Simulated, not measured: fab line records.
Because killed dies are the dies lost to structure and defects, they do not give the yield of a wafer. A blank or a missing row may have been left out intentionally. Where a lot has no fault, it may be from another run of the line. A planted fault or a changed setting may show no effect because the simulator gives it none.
Matching of chambers ; flow n5Finfet ; N5_BEOL_M10_VIA_ETCH_34 on rieDiel-05 has 4 sister chambers
The step etches SiCOH lowk in C4F6/O2, target depth 184.5 nm, time 69.2 s. 18 wafers are shown with their chamber, then 9 later ones without.

WAFERS WITH THEIR CHAMBER
wafer;chamber;drypumpMotorCurrentA (A);showerheadPlenumPTorr (Torr);throttleValvePct (%)
L075.1;1;5.6;2.76;20.87
L075.3;0;5.8;2.77;20.74
L075.5;0;5.8;2.77;20.74
L076.2;1;5.6;2.76;20.89
L076.5;3;5.2;3.02;20.87
L076.6;1;5.6;2.76;20.88
L078.2;3;5.2;3.02;20.85
L078.3;1;5.6;2.76;20.88
L078.6;0;5.7;2.77;20.74
L079.1;1;5.6;2.76;20.89
L079.2;0;5.8;2.76;20.74
L079.5;2;6.5;2.93;20.97
L082.1;0;5.8;2.76;20.74
L082.2;2;6.5;2.92;20.95
L082.4;3;5.2;3.01;20.87
L085.3;2;6.5;2.92;20.97
L085.5;3;5.2;3.01;20.88
L085.6;2;6.5;2.92;20.95

SIGNATURES (averages over the wafers above)
reading;chamber 0;chamber 1;chamber 2;chamber 3;scatter within a chamber
drypumpMotorCurrentA;5.780;5.600;6.500;5.200;0.0239
showerheadPlenumPTorr;2.7660;2.7600;2.9225;3.0150;0.00459
throttleValvePct;20.7400;20.8820;20.9600;20.8675;0.00908
Rule: a wafer lies at a distance from a chamber equal to the root of the sum of squares, over the readings, of (its reading less the chamber's mean, divided by the reading's scatter). If the next closest chamber is less than 2 further off than the closest, the wafer can't be placed; otherwise it belongs to the closest. The scatter: the root of (the sum of the squares of (reading less its chamber's mean) over the shown wafers, divided by (wafers less chambers)).

WAFERS WITH NO CHAMBER GIVEN
wafer;drypumpMotorCurrentA (A);showerheadPlenumPTorr (Torr);throttleValvePct (%)
L089.2;5.7;2.75;20.77
L089.4;5.2;3.00;20.90
L089.5;5.7;2.75;20.76
L093.2;5.7;2.75;20.94
L093.4;5.8;2.75;20.79
L093.6;6.5;2.92;20.99
L091.3;5.6;2.75;20.91
L091.5;5.7;2.75;20.78
L091.6;5.6;2.75;20.93

EACH ONE'S CHAMBER
wafer;from the rows above;in truth
L089.2;0;0
L089.4;3;3
L089.5;0;0
L093.2;1;1
L093.4;0;0
L093.6;2;2
L091.3;1;1
L091.5;0;0
L091.6;1;1
Placed correctly: 9 of 9. Can't be placed from these rows: 0. 0 placed wrongly.
